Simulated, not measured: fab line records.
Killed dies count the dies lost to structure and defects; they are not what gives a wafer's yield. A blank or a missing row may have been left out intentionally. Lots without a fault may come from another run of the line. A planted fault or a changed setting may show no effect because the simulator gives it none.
Check of tool commonality | flow nand_harc | 13 lots and 39 wafers in the sample

## WHY THIS WAS OPENED
On 1 of the 13 lots, a flag is raised at NHARC_P_GATE_CD_MEAS_59 on the reading cd_nm. Fault-free wafers read 720.6 nm, with a standard deviation of 1.1.
Rule: a lot is flagged in two cases, either no wafer of it has a number, or all its wafers with numbers fall more than 4 standard deviations from that mean. As for the other lots, they are considered sound.

lot  | measured     | on        | cd_nm (nm), wafer by wafer | flag
L988 | day 5 06:13  | cd_sem-02 | 718.5 719.6 717.4          |
L989 | day 5 15:26  | cd_sem-01 | 721.2 720.6 720.3          |
L990 | day 6 03:13  | cd_sem-03 | 722.1 722.0 721.6          |
L991 | day 6 03:30  | cd_sem-01 | 720.7 722.2 720.8          |
L993 | day 6 06:19  | cd_sem-03 | 679.8 681.0 680.6          | FLAGGED
L102 | day 9 04:35  | cd_sem-01 | 724.2 721.2 720.2          |
L104 | day 9 08:53  | cd_sem-02 | 721.1 721.1 721.1          |
L106 | day 9 17:38  | cd_sem-01 | 721.8 721.4 721.4          |
L105 | day 9 19:43  | cd_sem-01 | 722.3 721.8 722.0          |
L107 | day 10 01:05 | cd_sem-02 | 721.0 721.0 718.1          |
L109 | day 10 09:50 | cd_sem-03 | 721.1 720.9 718.6          |
L108 | day 10 10:41 | cd_sem-03 | 723.0 722.3 720.6          |
L110 | day 10 22:26 | cd_sem-01 | 720.7 720.2 720.9          |
Average over the flagged lots: 680.5 nm; offset from the usual -40.1 nm, equal to -36 standard deviations.

## EACH LOT AND THE TOOL IT RAN ON
2 process steps preceding the reading are held in the record, out of 1159 steps in the route. Cell contents, in order: the tool; ch with the chambers the sampled wafers went through; the start.
lot  | flag    | NHARC_P_GATE_HM_DEP_102       | NHARC_P_GATE_EXPOSE_56
L988 |         | acl_dep-02 ch 0, day 4 14:49  | krf_scanner-04 ch 0, day 5 06:04
L989 |         | acl_dep-01 ch 0, day 4 23:59  | krf_scanner-03 ch 0, day 5 15:17
L990 |         | acl_dep-03 ch 0, day 5 11:29  | krf_scanner-04 ch 0, day 6 03:04
L991 |         | acl_dep-02 ch 0, day 5 12:02  | krf_scanner-03 ch 0, day 6 03:21
L993 | FLAGGED | acl_dep-03 ch 0, day 5 15:18  | krf_scanner-03 ch 0, day 6 06:10
L102 |         | acl_dep-01 ch 0, day 8 11:02  | krf_scanner-04 ch 0, day 9 04:26
L104 |         | acl_dep-02 ch 0, day 8 17:43  | krf_scanner-03 ch 0, day 9 08:44
L106 |         | acl_dep-02 ch 0, day 9 02:31  | krf_scanner-04 ch 0, day 9 17:28
L105 |         | acl_dep-01 ch 0, day 9 02:25  | krf_scanner-03 ch 0, day 9 19:34
L107 |         | acl_dep-02 ch 0, day 9 10:11  | krf_scanner-03 ch 0, day 10 00:56
L109 |         | acl_dep-03 ch 0, day 9 18:42  | krf_scanner-03 ch 0, day 10 09:40
L108 |         | acl_dep-02 ch 0, day 9 19:01  | krf_scanner-04 ch 0, day 10 10:32
L110 |         | acl_dep-01 ch 0, day 10 05:15 | krf_scanner-01 ch 0, day 10 22:16
What is done by these steps:
- NHARC_P_GATE_HM_DEP_102: deposits aC, target thk 120 nm.
- NHARC_P_GATE_EXPOSE_56: exposes mask P PSD, target cd 720 nm.
- NHARC_P_GATE_CD_MEAS_59: target cd 720 nm.

## FLAGGED AGAINST TOTAL, ONE TOOL AT A TIME (gauges that did the reading follow at the end)
step                    | tool           | lots run | flagged | share of the flagged lots | sound lots run after its first flagged lot
NHARC_P_GATE_HM_DEP_102 | acl_dep-01     | 4        | 0       | none                      | -
NHARC_P_GATE_HM_DEP_102 | acl_dep-02     | 6        | 0       | none                      | -
NHARC_P_GATE_HM_DEP_102 | acl_dep-03     | 3        | 1       | all                       | 1 (L109)
NHARC_P_GATE_EXPOSE_56  | krf_scanner-01 | 1        | 0       | none                      | -
NHARC_P_GATE_EXPOSE_56  | krf_scanner-03 | 7        | 1       | all                       | 4 (L104,L105,L107,L109)
NHARC_P_GATE_EXPOSE_56  | krf_scanner-04 | 5        | 0       | none                      | -
NHARC_P_GATE_CD_MEAS_59 | cd_sem-01      | 6        | 0       | none                      | -
NHARC_P_GATE_CD_MEAS_59 | cd_sem-02      | 3        | 0       | none                      | -
NHARC_P_GATE_CD_MEAS_59 | cd_sem-03      | 4        | 1       | all                       | 2 (L109,L108)

## WHAT THE TABLE ALLOWS
Rows of the table that ran every flagged lot, 3 in all: acl_dep-03 at NHARC_P_GATE_HM_DEP_102, krf_scanner-03 at NHARC_P_GATE_EXPOSE_56, cd_sem-03 at NHARC_P_GATE_CD_MEAS_59.
- acl_dep-03 at NHARC_P_GATE_HM_DEP_102 ran 3 lots, 1 of them flagged. After the first flagged lot (L109), sound lots still ran on it; a lasting fault on the whole tool would not permit that.
- krf_scanner-03 at NHARC_P_GATE_EXPOSE_56 ran 7 lots, 1 of them flagged. After the first flagged lot (L104, L105, L107, L109), sound lots still ran on it; a lasting fault on the whole tool would not permit that.
- cd_sem-03 at NHARC_P_GATE_CD_MEAS_59 ran 4 lots, 1 of them flagged. After the first flagged lot (L109, L108), sound lots still ran on it; a lasting fault on the whole tool would not permit that.
No row of the table ran every flagged lot and no sound lot after the first.

## WHAT THE SIMULATOR HAD PUT IN
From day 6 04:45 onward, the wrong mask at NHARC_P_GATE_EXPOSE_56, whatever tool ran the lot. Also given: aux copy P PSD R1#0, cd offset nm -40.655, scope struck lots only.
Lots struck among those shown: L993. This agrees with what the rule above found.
